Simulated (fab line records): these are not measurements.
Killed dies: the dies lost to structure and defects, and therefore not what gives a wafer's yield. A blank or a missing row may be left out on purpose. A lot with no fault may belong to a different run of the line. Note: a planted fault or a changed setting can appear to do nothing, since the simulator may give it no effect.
Chamber matching + flow nand harc + 4 sister chambers for NHARC_A_CHANNEL_FILL_D1_ALD_14 on ald hk-02
The step deposits SiO2, target thk 2.5 nm, pulse time 10 s, ald cycles 25. 8 wafers are shown with their chamber, then 9 later ones without.

## WAFERS PAIRED WITH THEIR CHAMBERS
| wafer  | chamber | heater power w (W) | precursor pulse height rel |
|--------|---------|--------------------|----------------------------|
| L080.2 | 2       | 430                | 0.977                      |
| L083.3 | 0       | 540                | 1.015                      |
| L088.2 | 3       | 487                | 0.962                      |
| L088.3 | 1       | 444                | 1.022                      |
| L088.5 | 3       | 478                | 0.977                      |
| L090.2 | 2       | 448                | 1.015                      |
| L090.5 | 1       | 428                | 0.970                      |
| L090.6 | 0       | 522                | 1.016                      |

## WAFERS WHOSE CHAMBER IS MISSING
| wafer  | heater power w (W) | precursor pulse height rel |
|--------|--------------------|----------------------------|
| L091.2 | 409                | 1.001                      |
| L091.4 | 464                | 1.003                      |
| L091.6 | 431                | 1.002                      |
| L095.2 | 459                | 1.036                      |
| L095.5 | 447                | 0.995                      |
| L095.6 | 416                | 0.981                      |
| L097.1 | 440                | 1.002                      |
| L097.2 | 519                | 0.980                      |
| L097.5 | 448                | 1.010                      |

## CHAMBER TAKEN BY EACH
| wafer  | from the rows above          | in truth |
|--------|------------------------------|----------|
| L091.2 | can't be placed: 1 or 2      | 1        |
| L091.4 | can't be placed: 3 or 2 or 1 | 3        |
| L091.6 | can't be placed: 1 or 2      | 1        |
| L095.2 | can't be placed: 2 or 1 or 3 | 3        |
| L095.5 | can't be placed: 2 or 1      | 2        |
| L095.6 | can't be placed: 1 or 2      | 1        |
| L097.1 | can't be placed: 2 or 1      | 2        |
| L097.2 | can't be placed: 0 or 3      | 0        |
| L097.5 | can't be placed: 2 or 1      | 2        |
Correctly placed: 0 of 9. From these rows, 9 cannot be placed; in 9 the true chamber is one of the candidates. Number placed wrongly: 0.
How it was worked out, from the rows above alone: a wafer's distance from a chamber is the root of the sum, over the readings, of the square of ((its reading less the chamber's mean) divided by the reading's scatter). If the next closest chamber is less than 2 further off than the closest, the wafer can't be placed; otherwise it belongs to the closest. Each chamber's mean is taken over the wafers shown for it. How the scatter is found: for the shown wafers, subtract from each reading the mean of its chamber, square and add these, divide the total by (wafers less chambers), then take the root.
